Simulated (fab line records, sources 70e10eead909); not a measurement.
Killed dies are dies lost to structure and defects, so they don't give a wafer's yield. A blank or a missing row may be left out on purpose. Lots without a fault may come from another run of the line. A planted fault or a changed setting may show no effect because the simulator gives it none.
A struck lot beside a sound one | flow nand_harc | 15 steps out of a route of 1159
Sound: wafers L482.1, L482.4, L482.6. Struck: wafer L481.3. (L481.5, L481.6 of the same lot were not struck and are left out.) The cause comes at the end.
At each step with rows: each side's tool, then ch and its chambers, then its first start. Under that, the readings that differ: sound wafers | struck wafers | difference of the means | sigmas: that difference in standard deviations of wafers without a fault.
alike: readings whose means differ by less than 2 such deviations, and words and numbers that are the same on both sides. not compared: withheld readings, readings that some wafer has no value for, bounds like >300 that may hide the same value, and numbers for which the record gives no deviation and whose values overlap.
The two part at a step that has a row with sigmas, a row that says differs or no value, or rows on one side only. Numbers that don't overlap but have no deviation are shown without sigmas and don't part them. A reading that every wafer of one side lacks parts them only if that side has two wafers or more.

first, 7 steps without rows for these wafers: NHARC_A_M1_COAT_34 (time 65 s); NHARC_A_M1_COAT_03 (resist thk 90 nm); NHARC_A_M1_SOFTBAKE_04 (time 55 s); NHARC_A_M1_EBR_05; NHARC_A_M1_EXPOSE_06 (exposes mask A M1, target cd 120 nm); NHARC_A_M1_PEB_07 (peb time 65 s); NHARC_A_M1_DEVELOP_08 (develop time 35 s).
NHARC_A_M1_CD_MEAS_09: target cd 120 nm.
  sound on cd_sem-02 ch 0, day 19 15:52; struck on cd_sem-03 ch 0, day 19 16:56
  alike: cd_nm
NHARC_A_M1_OVL_MEAS_10: pitch 240 nm.
  sound on overlay-02, day 19 15:57; struck on overlay-01, day 19 17:01
  alike: overlay_x_nm, overlay_y_nm
NHARC_A_M1_INSPECT_11:
  sound on defect_inspect-02, day 19 15:59; struck on defect_inspect-02, day 19 17:03
  alike: raw_defect_count
NHARC_A_M1_DESCUM_14: chemistry O2, time 3 s.
  sound on rie_diel-11 ch 1,2,3, day 19 16:04; struck on rie_diel-11 ch 0, day 19 17:07
  alike: drypump_motor_current_A, oes_product_au, rf_vpp_V, showerhead_plenum_p_Torr, throttle_valve_pct
  not compared: rf_hours_counter_h
NHARC_A_M1_ETCH_35: etches the open film in N2/H2, target depth 40 nm, overetch 12 nm, time 43.94 s.
  sound on rie_diel-11 ch 1,2,3, day 19 16:08; struck on rie_diel-11 ch 1, day 19 17:13
  alike: drypump_motor_current_A, oes_product_au, rf_vpp_V, showerhead_plenum_p_Torr, throttle_valve_pct
  not compared: rf_hours_counter_h
NHARC_A_M1_ETCH_15: etches the open film in C4F8/Ar, target depth 182.5 nm, time 91.2 s.
  sound on rie_diel-11 ch 2,3, day 19 16:13; struck on rie_diel-11 ch 3, day 19 17:19
  reading               | sound             | struck | difference | sigmas
  oes_product_au (a.u.) | 0.962 0.987 0.970 | 1.127  | +0.154     | +6
  alike: rf_vpp_V
  not compared: rf_hours_counter_h
NHARC_A_M1_CD_MEAS_16:
  sound on cd_sem-01, day 19 16:21; struck on cd_sem-01, day 19 17:25
  alike: cd_nm
NHARC_END_SORT_01:
  sound on prober-02 ch 0, day 21 02:38; struck on prober-01 ch 0, day 21 07:34
  alike: defect_limited_yield, killed_at_array, killed_at_other, killed_at_periphery, killed_dies, killed_open, killed_short, sort_bin_2_pct, sort_bin_3_pct, sort_bin_4_pct, sort_n_pass, sort_rim_yield_pct, sort_yield_pct

WHERE THEY PART
Only at NHARC_A_M1_ETCH_15, within this record. Later steps at which nothing parts them and some readings are alike: NHARC_A_M1_CD_MEAS_16, NHARC_END_SORT_01.

WHY: what the simulator had put in
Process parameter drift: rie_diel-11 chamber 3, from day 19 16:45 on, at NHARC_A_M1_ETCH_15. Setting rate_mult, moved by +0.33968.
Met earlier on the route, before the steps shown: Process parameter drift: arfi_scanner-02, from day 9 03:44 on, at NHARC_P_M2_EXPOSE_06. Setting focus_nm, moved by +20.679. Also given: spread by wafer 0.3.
